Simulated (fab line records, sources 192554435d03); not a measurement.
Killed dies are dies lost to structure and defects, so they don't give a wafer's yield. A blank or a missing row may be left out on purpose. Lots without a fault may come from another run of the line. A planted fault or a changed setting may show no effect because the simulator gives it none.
Split-lot experiment | flow n5_finfet | 7 lots, 21 wafers read, on a route of 1938 steps

THE SPLIT
At N5_MIM_BOT_ETCH_ETCH_04 (etches SiNx in CF4/O2, target depth 26 nm, time 13 s), the setting time_s was moved away from the recipe's 13 s on 7 of the 21 wafers read, by -15.8% to +12.1%. The other wafers ran this setting at the recipe's value.

The reading is taken at the split's own step.

THE READING
etch.depth_nm (the simulator's own value, which no gauge read), in nm, at N5_MIM_BOT_ETCH_ETCH_04 (etches SiNx in CF4/O2, target depth 26 nm, time 13 s). The file gives no usual value for it. The 14 wafers here that ran the recipe average 26.06 nm, standard deviation 0.3 nm.

wafer  | tool, chamber at the split | time_s as run, s | against the recipe | etch.depth_nm, nm | against lot-mates on the recipe
L081.1 | rie_diel-01, 3             | 10.94            | -15.8%             | 22.05             | -3.76
L081.3 | rie_diel-01, 2             | 13               | recipe             | 25.83             | -
L081.6 | rie_diel-01, 2             | 13               | recipe             | 25.79             | -
L084.3 | rie_diel-03, 2             | 13               | recipe             | 25.56             | -
L084.4 | rie_diel-03, 0             | 13               | recipe             | 26.45             | -
L084.6 | rie_diel-03, 3             | 12.08            | -7.1%              | 23.83             | -2.18
L082.1 | rie_diel-06, 0             | 13               | recipe             | 25.94             | -
L082.4 | rie_diel-06, 3             | 13               | recipe             | 26.54             | -
L082.5 | rie_diel-06, 1             | 13               | recipe             | 26.25             | -
L085.1 | rie_diel-06, 3             | 13               | recipe             | 26.31             | -
L085.3 | rie_diel-06, 2             | 13               | recipe             | 25.65             | -
L085.5 | rie_diel-06, 1             | 13               | recipe             | 26.27             | -
L088.4 | rie_diel-01, 0             | 14.27            | +9.8%              | 27.93             | +2.07
L088.5 | rie_diel-01, 3             | 13               | recipe             | 25.84             | -
L088.6 | rie_diel-01, 1             | 13               | recipe             | 25.88             | -
L096.1 | rie_diel-06, 0             | 11.23            | -13.6%             | 22.25             | -3.93
L096.2 | rie_diel-06, 1             | 13               | recipe             | 26.18             | -
L096.4 | rie_diel-06, 0             | 11.23            | -13.6%             | 22.23             | -3.95
L097.1 | rie_diel-01, 2             | 14.57            | +12.1%             | 29.42             | +3.10
L097.4 | rie_diel-01, 0             | 14.57            | +12.1%             | 28.86             | +2.54
L097.5 | rie_diel-01, 2             | 13               | recipe             | 26.32             | -

THE FIT
A straight line over all 21 wafers: etch.depth_nm changes by +0.259 nm for each +1% of time_s; r = +0.99; the points scatter about the line by 0.33 nm.
The same after taking each lot's own level away (the mean of its wafers on the recipe; 21 wafers): +0.254 nm for each +1%; r = +0.99; scatter 0.31 nm.
On that fit, the largest move of time_s shifts the reading by 4 nm.
The lots' own levels span 25.810 to 26.320 nm, that is 1.7 times the standard deviation above.
So the lot-to-lot level changes the slope little: the two slopes agree.
Check: with one of the wafers moved furthest among these (-15.8%) left out of the fit, the line predicts -4.25 nm for it against its lot-mates. It came out at -3.76 nm against them.

OTHER SPLITS ON THESE WAFERS
These wafers also went through other splits before the reading. Each is held against what the fit with the lots' levels taken away leaves over:
other split on the same wafers     | wafers away from the commonest value | r with etch.depth_nm (lot level and that fit taken away)
N5_BEOL_M12_CMP_49 down_force_psi  | 6                                    | -0.44
N5_BEOL_M12_DEP_53 time_s          | 3                                    | +0.10
N5_BEOL_M14_EXPOSE_25 dose_mj      | 6                                    | -0.23
N5_MIM_BOT_LITHO_EXPOSE_05 dose_mj | 7                                    | +0.01

THE FILE'S OWN FIT
etch.depth_nm changes by +0.251 nm for each +1% of time_s, r = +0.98.
